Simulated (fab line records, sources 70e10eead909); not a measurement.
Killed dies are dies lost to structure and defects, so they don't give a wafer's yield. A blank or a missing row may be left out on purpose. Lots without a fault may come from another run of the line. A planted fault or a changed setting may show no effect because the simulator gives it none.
A struck lot beside a sound one | flow nand_harc | 14 steps out of a route of 1302
Sound: wafers L583.2, L583.4, L583.6. Struck: wafer L595.5. (L595.4, L595.6 of the same lot were not struck and are left out.) The cause comes at the end.
At each step with rows: each side's tool, then ch and its chambers, then its first start. Under that, the readings that differ: sound wafers | struck wafers | difference of the means | sigmas: that difference in standard deviations of wafers without a fault.
alike: readings whose means differ by less than 2 such deviations, and words and numbers that are the same on both sides. not compared: withheld readings, readings that some wafer has no value for, bounds like >300 that may hide the same value, and numbers for which the record gives no deviation and whose values overlap.
The two part at a step that has a row with sigmas, a row that says differs or no value, or rows on one side only. Numbers that don't overlap but have no deviation are shown without sigmas and don't part them. A reading that every wafer of one side lacks parts them only if that side has two wafers or more.

first, 7 steps without rows for these wafers: NHARC_P_M1_COAT_34 (time 65 s); NHARC_P_M1_COAT_03 (resist thk 90 nm); NHARC_P_M1_SOFTBAKE_04 (time 55 s); NHARC_P_M1_EBR_05; NHARC_P_M1_EXPOSE_06 (exposes mask P M1, target cd 130 nm); NHARC_P_M1_PEB_07 (peb time 65 s); NHARC_P_M1_DEVELOP_08 (develop time 35 s).
NHARC_P_M1_CD_MEAS_09: target cd 130 nm.
  sound on cd_sem-02 ch 0, day 7 06:07; struck on cd_sem-01 ch 0, day 12 08:38
  alike: cd_nm
NHARC_P_M1_OVL_MEAS_10: pitch 260 nm.
  sound on overlay-01, day 7 06:12; struck on overlay-01, day 12 08:44
  reading           | sound       | struck | difference | sigmas
  overlay_y_nm (nm) | 0.6 1.2 0.9 | -1.2   | -2.1       | -3
  alike: overlay_x_nm
NHARC_P_M1_INSPECT_11:
  sound on defect_inspect-01, day 7 06:14; struck on defect_inspect-01, day 12 08:46
  alike: raw_defect_count
NHARC_P_M1_DESCUM_14: chemistry O2, time 3 s.
  sound on rie_diel-11 ch 0,1,3, day 7 06:19; struck on rie_diel-11 ch 3, day 12 08:49
  alike: drypump_motor_current_A, oes_product_au, rf_vpp_V, showerhead_plenum_p_Torr, throttle_valve_pct
  not compared: rf_hours_counter_h
NHARC_P_M1_ETCH_35: etches the open film in N2/H2, target depth 40 nm, overetch 12 nm, time 43.94 s.
  sound on rie_diel-11 ch 1,2,3, day 7 06:23; struck on rie_diel-11 ch 2, day 12 08:55
  alike: drypump_motor_current_A, oes_product_au, rf_vpp_V, run_length_s, showerhead_plenum_p_Torr, throttle_valve_pct
  not compared: rf_hours_counter_h
NHARC_P_M1_ETCH_15: etches the open film in C4F8/Ar, target depth 182.5 nm, time 91.2 s.
  sound on rie_diel-11 ch 0,1, day 7 06:28; struck on rie_diel-11 ch 0, day 12 09:01
  reading          | sound             | struck | difference | sigmas
  run_length_s (s) | 112.9 112.5 112.2 | 101.6  | -10.9      | -26
  alike: oes_product_au, rf_vpp_V
  not compared: rf_hours_counter_h
NHARC_P_M1_CD_MEAS_16:
  sound on cd_sem-01, day 7 06:37; struck on cd_sem-02, day 12 09:08
  alike: cd_nm

WHERE THEY PART
First at NHARC_P_M1_OVL_MEAS_10; last, within this record, at NHARC_P_M1_ETCH_15. Later steps at which nothing parts them and some readings are alike: NHARC_P_M1_CD_MEAS_16.

WHY: what the simulator had put in
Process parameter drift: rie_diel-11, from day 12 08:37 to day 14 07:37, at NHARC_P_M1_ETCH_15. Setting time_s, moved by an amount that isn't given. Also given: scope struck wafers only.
